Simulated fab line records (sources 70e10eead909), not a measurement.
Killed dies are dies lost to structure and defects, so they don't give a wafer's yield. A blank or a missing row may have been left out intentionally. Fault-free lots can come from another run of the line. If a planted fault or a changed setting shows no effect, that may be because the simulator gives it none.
Struck lot and sound lot, side by side || flow nandHarc || 14 steps out of a route of 1302
Sound: the wafers L254.1, L254.2, L254.5. Wafers struck: L266.2, L266.3, L266.4. The cause is named last.
At each step with rows: each side's tool, then ch and its chambers, then its first start. Under that, the readings that differ: sound wafers || struck wafers || difference of the means || sigmas: that difference in standard deviations of wafers without a fault.
alike: a reading whose means differ by less than 2 such deviations, as well as words and numbers matching on both sides. not compared: withheld readings; readings where some wafer has no value; bounds like >300 that might hide an equal value; numbers whose values overlap and for which the record gives no deviation.
Wherever a step has rows on one side only, a row that says differs or no value, or a row with sigmas, the two part there. Non-overlapping numbers with no deviation appear without sigmas and do not part them. A reading missing from all wafers of one side parts the sides only when that side holds two or more wafers.

first, 7 steps without rows for these wafers: NHARC_P_CONTACT_COAT_34 (time 65 s); NHARC_P_CONTACT_COAT_06 (resist thk 90 nm); NHARC_P_CONTACT_SOFTBAKE_07 (time 55 s); NHARC_P_CONTACT_EBR_08; NHARC_P_CONTACT_EXPOSE_09 (exposes mask P CA, target cd 90 nm); NHARC_P_CONTACT_PEB_10 (peb time 65 s); NHARC_P_CONTACT_DEVELOP_11 (develop time 35 s).
NHARC_P_CONTACT_CD_MEAS_12: the cd target is 90 nm.
  sound on cdSem-01 ch 0, day 8 06:51; struck on cdSem-03 ch 0, day 12 22:03
  alike: cdNm
NHARC_P_CONTACT_OVL_MEAS_13:
  sound: overlay-02 at day 8 06:56; struck: overlay-02 at day 12 22:08
  alike: overlayXNm, overlayYNm
NHARC_P_CONTACT_INSPECT_14:
  sound: defectInspect-02 at day 8 06:58; struck: defectInspect-01 at day 12 22:10
  alike: rawDefectCount
NHARC_P_CONTACT_DESCUM_17: chemistry O2, time 3 s.
  sound on rieDiel-09 ch 0,1,2, day 8 07:03; struck on rieDiel-09 ch 0,2,3, day 12 22:14
  alike: drypumpMotorCurrentA, oesProductAu, rfVppV, showerheadPlenumPTorr, throttleValvePct
  not compared: rfHoursCounterH
NHARC_P_CONTACT_ETCH_35: etches the open film in CF4, target depth 39 nm, time 65 s.
  sound on rieDiel-09 ch 0,2,3, day 8 07:07; struck on rieDiel-09 ch 0,1,3, day 12 22:19
  alike: drypumpMotorCurrentA, oesProductAu, overEtchFrac, rfVppV, showerheadPlenumPTorr, throttleValvePct
  not compared: rfHoursCounterH
NHARC_P_CONTACT_ETCH_36: etches the open film in N2/H2, target depth 260 nm, time 406.25 s.
  sound on rieDiel-09 ch 1,2,3, day 8 07:16; struck on rieDiel-09 ch 0,2,3, day 12 22:24
{"reading": "overEtchFrac", "sound": "0.25 0.25 0.25", "struck": "0.3939 0.3939 0.3939", "difference": "+0.1439", "sigmas": ""}
  alike: drypumpMotorCurrentA, oesProductAu, rfVppV, showerheadPlenumPTorr, throttleValvePct
  not compared: rfHoursCounterH
NHARC_P_CONTACT_ETCH_18: etches the open film in C4F8/O2/Ar, target depth 481 nm, time 240.5 s.
  sound on rieDiel-09 ch 1,3; struck on rieDiel-09 ch 1,2,3
  alike: oesProductAu, rfVppV
  not compared: rfHoursCounterH

## WHERE THEY PART
Nowhere in this record.

WHY: whatever the simulator had introduced
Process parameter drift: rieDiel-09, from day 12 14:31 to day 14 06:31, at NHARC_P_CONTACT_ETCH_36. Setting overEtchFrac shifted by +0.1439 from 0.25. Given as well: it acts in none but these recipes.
